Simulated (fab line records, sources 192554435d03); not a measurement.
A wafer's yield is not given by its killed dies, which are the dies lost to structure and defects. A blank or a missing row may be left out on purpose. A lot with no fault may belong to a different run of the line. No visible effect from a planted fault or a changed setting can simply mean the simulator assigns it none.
Chamber matching || flow n5 finfet || 3 sister chambers for N5_BEOL_M5_CURE_80 on uv cure-02
The step cures SiCOH lowk, time 120 s. 6 wafers are shown with their chamber, then 10 later ones without.

## EACH WAFER AND ITS CHAMBER
{"wafer": "L086.3", "chamber": 0, "wafer_temp_C_max": 371.1, "lamp power pct (%)": 52.33}
{"wafer": "L086.4", "chamber": 0, "wafer_temp_C_max": 371.1, "lamp power pct (%)": 52.33}
{"wafer": "L089.3", "chamber": 2, "wafer_temp_C_max": 371.6, "lamp power pct (%)": 52.29}
{"wafer": "L089.5", "chamber": 2, "wafer_temp_C_max": 371.1, "lamp power pct (%)": 52.24}
{"wafer": "L083.3", "chamber": 1, "wafer_temp_C_max": 372.2, "lamp power pct (%)": 52.41}
{"wafer": "L083.4", "chamber": 1, "wafer_temp_C_max": 372.2, "lamp power pct (%)": 52.28}

## WAFERS MISSING THEIR CHAMBER
{"wafer": "L083.5", "wafer_temp_C_max": 371.9, "lamp power pct (%)": 52.30}
{"wafer": "L094.1", "wafer_temp_C_max": 371.6, "lamp power pct (%)": 52.23}
{"wafer": "L094.2", "wafer_temp_C_max": 372.2, "lamp power pct (%)": 52.33}
{"wafer": "L094.3", "wafer_temp_C_max": 372.2, "lamp power pct (%)": 52.38}
{"wafer": "L095.4", "wafer_temp_C_max": 372.2, "lamp power pct (%)": 52.25}
{"wafer": "L095.5", "wafer_temp_C_max": 372.3, "lamp power pct (%)": 52.31}
{"wafer": "L095.6", "wafer_temp_C_max": 372.0, "lamp power pct (%)": 52.34}
{"wafer": "L096.2", "wafer_temp_C_max": 373.6, "lamp power pct (%)": 52.26}
{"wafer": "L096.3", "wafer_temp_C_max": 372.2, "lamp power pct (%)": 52.21}
{"wafer": "L096.6", "wafer_temp_C_max": 372.1, "lamp power pct (%)": 52.22}

## EACH ONE'S CHAMBER
{"wafer": "L083.5", "from the rows above": "can't be placed: 1 or 2", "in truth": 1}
{"wafer": "L094.1", "from the rows above": "can't be placed: 2 or 0", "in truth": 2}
{"wafer": "L094.2", "from the rows above": 1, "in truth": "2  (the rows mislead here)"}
{"wafer": "L094.3", "from the rows above": 1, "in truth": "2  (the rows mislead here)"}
{"wafer": "L095.4", "from the rows above": 1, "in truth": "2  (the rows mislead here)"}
{"wafer": "L095.5", "from the rows above": 1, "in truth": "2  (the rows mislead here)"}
{"wafer": "L095.6", "from the rows above": 1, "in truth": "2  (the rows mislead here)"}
{"wafer": "L096.2", "from the rows above": 1, "in truth": 1}
{"wafer": "L096.3", "from the rows above": "can't be placed: 1 or 2", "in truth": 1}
{"wafer": "L096.6", "from the rows above": "can't be placed: 1 or 2", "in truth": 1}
Placed correctly: 1 of 10. These rows do not allow placing 4 (true chamber among the candidates in 4). Wrongly placed: 5.
How it was worked out, from the rows above alone: a wafer's distance from a chamber is the root of the sum, over the readings, of the square of ((its reading less the chamber's mean) divided by the reading's scatter). If the next closest chamber is less than 2 further off than the closest, the wafer can't be placed; otherwise it belongs to the closest. A chamber's mean is the mean of its shown wafers. How the scatter is found: for the shown wafers, subtract from each reading the mean of its chamber, square and add these, divide the total by (wafers less chambers), then take the root.
